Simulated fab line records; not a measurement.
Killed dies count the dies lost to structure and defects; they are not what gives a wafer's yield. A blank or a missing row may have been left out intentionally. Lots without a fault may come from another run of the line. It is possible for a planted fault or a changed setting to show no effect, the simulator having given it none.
Comparing a struck lot with a sound one ; flow n5Finfet ; 15 out of 1938 route steps
Sound: wafers L292.4, L292.5, L292.6. Wafers L277.4, L277.5, L277.6 were the ones struck. Last of all comes the cause.
Each step with rows lists, per side, the tool, then ch with its chambers, then its first start. Under that, the readings that differ: sound wafers ; struck wafers ; difference of the means ; sigmas: that difference in standard deviations of wafers without a fault.
alike: readings with means less than 2 such deviations apart, plus words and numbers identical on both sides. not compared: withheld readings, readings lacking a value on some wafer, bounds such as >300 that could conceal the same value, and numbers that have no deviation in the record and whose values overlap.
The two part at a step that has a row with sigmas, a row that says differs or no value, or rows on one side only. Non-overlapping numbers with no deviation appear without sigmas and do not part them. A reading missing from all wafers of one side parts the sides only when that side holds two or more wafers.

first, 11 steps without rows for these wafers: N5_BEOL_M0_SAQP_SRD_93 (time 30 s); N5_BEOL_M0_SAQP_RECESS_114 (chemistry HF/NH3, target SiO2, target depth 14.4 nm, afs cycles 3, sublimation time 60 s); N5_BEOL_M0_SAQP_SPACER1_ALD_98 (deposits SiO2, target thk 12.8 nm, pulse time 1 s, purge time 2 s); N5_BEOL_M0_SAQP_SPACER1_ETCHBACK_99 (etches SiO2 in CHF3/O2, target depth 15.4 nm, time 7.7 s); N5_BEOL_M0_SAQP_MANDREL1_REMOVE_100 (chemistry HBr/Cl2/O2, target a-Si, stops on SiNx, bt time 10 s); N5_BEOL_M0_SAQP_ETCH_101 (etches SiNx in CH3F/O2, target depth 29.9 nm, time 42.7 s); N5_BEOL_M0_SAQP_ETCH_102 (etches SiO2 in CF4, target depth 4 nm, time 4.4 s); N5_BEOL_M0_SAQP_MANDREL_ETCH_103 (etches a-Si in HBr/Cl2, stops on SiCN, target depth 45 nm, bt time 10 s, time 27 s); N5_BEOL_M0_SAQP_RECESS_104 (chemistry HF/NH3, target SiO2, target depth 18 nm, afs cycles 3, sublimation time 60 s); N5_BEOL_M0_SAQP_COAT_105 (time 60 s, resist thk 100 nm); N5_BEOL_M0_SAQP_ETCH_106 (etches SOC in N2/H2, stops on SiNx, target depth 150 nm).
N5_BEOL_M0_SAQP_ETCH_107: etches SiNx in CH3F/O2, target depth 30 nm.
  sound on rieDiel-05 ch 1,2, day 11 03:24; struck on rieDiel-05 ch 1,2,3, day 7 11:05
  no value came back on the struck wafers for any of 8 readings (CH3F_flow_sccm (sccm), O2_flow_sccm (sccm) and others); on the sound wafers CH3F_flow_sccm (sccm) reads 29.84 29.91 29.99
reading;sound;struck;difference;sigmas
model.SiNx_of_BEOL_M0_SAQP_PECVD_97.thkNm (nm);0 0 0;15.4 15.2 15.2;+15.3;
model.SOC_of_BEOL_M0_SAQP_COAT_105.thkNm (nm);13.4 13.4 13.4;23.6 24 24.2;+10.5;
  not compared: rfHoursCounterH
then, 1 step without rows for these wafers: N5_BEOL_M0_SAQP_STRIP_108 (strips in N2/H2).
N5_BEOL_M4_RC_MEAS_101:
  the record has rows for the sound wafers here (prober-02 ch 0, day 13 16:05) and none for the struck ones
-- here the record skips 7 days between the struck wafers' starts before and after, leaving off in module BEOL_M4 and picking up in module PASSIVATION (first step shown: number 1936 of the route) --
N5_PASSIVATION_PROBE_49:
  record: rows for the struck wafers here (prober-01, day 14 04:13), none for the sound ones

WHERE THEY PART
Earliest at N5_BEOL_M0_SAQP_ETCH_107; latest, in this record, at N5_PASSIVATION_PROBE_49.

WHY: the cause the simulator had injected
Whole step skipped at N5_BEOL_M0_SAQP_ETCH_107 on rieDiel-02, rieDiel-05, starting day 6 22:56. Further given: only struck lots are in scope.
